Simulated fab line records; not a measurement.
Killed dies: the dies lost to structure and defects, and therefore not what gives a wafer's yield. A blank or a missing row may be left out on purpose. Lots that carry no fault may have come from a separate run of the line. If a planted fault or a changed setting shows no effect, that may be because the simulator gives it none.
Comparing a struck lot with a sound one -- flow n5Finfet -- 15 steps out of a route of 1938
Sound: wafers L477.1, L477.2, L477.5. Struck: wafers L487.1, L487.2. The cause comes at the end.
At each step with rows: each side's tool, then ch and its chambers, then its first start. Under that, the readings that differ: sound wafers -- struck wafers -- difference of the means -- sigmas: that difference in standard deviations of wafers without a fault.
alike: readings whose means differ by less than 2 such deviations, and words and numbers that are the same on both sides. not compared: withheld readings, readings that some wafer has no value for, bounds like >300 that may hide the same value, and numbers for which the record gives no deviation and whose values overlap.
The two part at a step that has a row with sigmas, a row that says differs or no value, or rows on one side only. Numbers that don't overlap but have no deviation are shown without sigmas and don't part them. A reading missing from all wafers of one side parts the sides only when that side holds two or more wafers.

N5_BEOL_M9_CMP_52: polishes, stops on SiCOH lowk, t overpolish 7 s, target thk 140 nm.
  sound on cmp-02 ch 0,1, day 11 08:59; struck on cmp-03 ch 1,3, day 13 21:14
  alike: barrierFieldEndpointS, motorCurrentA, overpolishRunS, timeToEndpointS
N5_BEOL_M9_THK_MEAS_53: measures by xrf.
  sound on filmMetro-01, day 11 09:17; struck on filmMetro-02, day 13 21:29
  alike: M9_THK
then, 1 step without rows for these wafers: N5_BEOL_M9_PRE_CLEAN_55 (time 15 s).
N5_BEOL_M9_DEP_56: deposits SiCN from 3MS/NH3, target thk 15 nm, time 26.5 s.
  sound on pecvd-03 ch 0,1, day 11 09:20; struck on pecvd-01 ch 0,1, day 13 21:34
  alike: showerheadPlenumPTorr, throttleValvePct
N5_BEOL_M9_RS_MEAS_57: the measuring method here is four-point-probe.
  sound on filmMetro-02, day 11 09:25; struck on filmMetro-02, day 13 21:38
  alike: M9_RS
N5_BEOL_M9_INSPECT_58: inspects for defects (darkfield).
  sound on defectInspect-01, day 11 09:26; struck on defectInspect-02, day 13 21:40
  alike: rawDefectCount
N5_BEOL_M10_ILD_DEP_00: deposits SiCOH lowk from DEMS/porogen, target thk 308.51 nm, time 58 s.
  sound on pecvd-02 ch 0,2, day 11 09:29; struck on pecvd-02 ch 0,1, day 13 21:41
  alike: heaterPowerW, showerheadPlenumPTorr, throttleValvePct
then, 1 step without rows for these wafers: N5_BEOL_M10_CURE_71 (cures SiCOH lowk, time 240 s).
N5_BEOL_M10_THK_MEAS_01:
  sound on filmMetro-01, day 11 10:04; struck on filmMetro-01, day 13 22:17
  alike: M10_ILD_THK
N5_BEOL_M10_PECVD_70: deposits SiO2 from TEOS/O2, target thk 20 nm, time 22.7 s.
  sound on pecvd-02 ch 0,1, day 11 10:07; struck on pecvd-01 ch 0,2, day 13 22:19
reading,sound,struck,difference,sigmas
heaterPowerW (W),744 831 819,713 569,-157,-2
  alike: showerheadPlenumPTorr, throttleValvePct
N5_BEOL_M10_HM_DEP_02: deposits TiN, target thk 20 nm.
  sound on pvdSputter-03, day 11 10:41; struck on pvdSputter-01, day 13 23:49
  alike: chamberPressurePa, throttleValvePct
then, 1 step without rows for these wafers: N5_BEOL_M10_COAT_59 (time 60 s, resist thk 100 nm).
N5_BEOL_M10_COAT_60: time 60 s, resist thk 30 nm.
  sound on lithoTrack-02 ch 0, day 11 10:49; struck on lithoTrack-02 ch 0, day 13 23:56
reading,sound,struck,difference,sigmas
heaterPowerTotalW (W),424.7 428.4 430.2,562.7 559.1,+133.1,+61
plateTempC (C),220.12 220.16 220.26,- -,no value on the struck wafers,
runLengthS (s),66.47 66.34 66.51,44.67 44.80,-21.70,-99 or more
then, 1 step without rows for these wafers: N5_BEOL_M10_COAT_05 (resist thk 90 nm).
-- a jump in the record: the struck wafers' starts before and after are 2 days apart (it breaks off in module BEOL_M10 and resumes in module PASSIVATION, where the first step shown is number 1936 of the route) --
N5_PASSIVATION_PROBE_49:
  sound on prober-01, day 13 12:49; struck on prober-02, day 16 10:06
reading,sound,struck,difference,sigmas
killed_at_M4_up,17 27 19,10 6,-13,-3
  alike: defectLimitedYield, killed_at_M0_to_M3, killedAtContacts, killedAtFrontEnd, killedAtOther, killedDies, killedOpen, killedShort, sort_bin_5_function, sort_bin_6_memory, sort_bin_8_speed, sortNPass

WHERE THEY PART
Last at N5_PASSIVATION_PROBE_49 as far as this record goes, first at N5_BEOL_M10_PECVD_70.

WHY: what the simulator had put in
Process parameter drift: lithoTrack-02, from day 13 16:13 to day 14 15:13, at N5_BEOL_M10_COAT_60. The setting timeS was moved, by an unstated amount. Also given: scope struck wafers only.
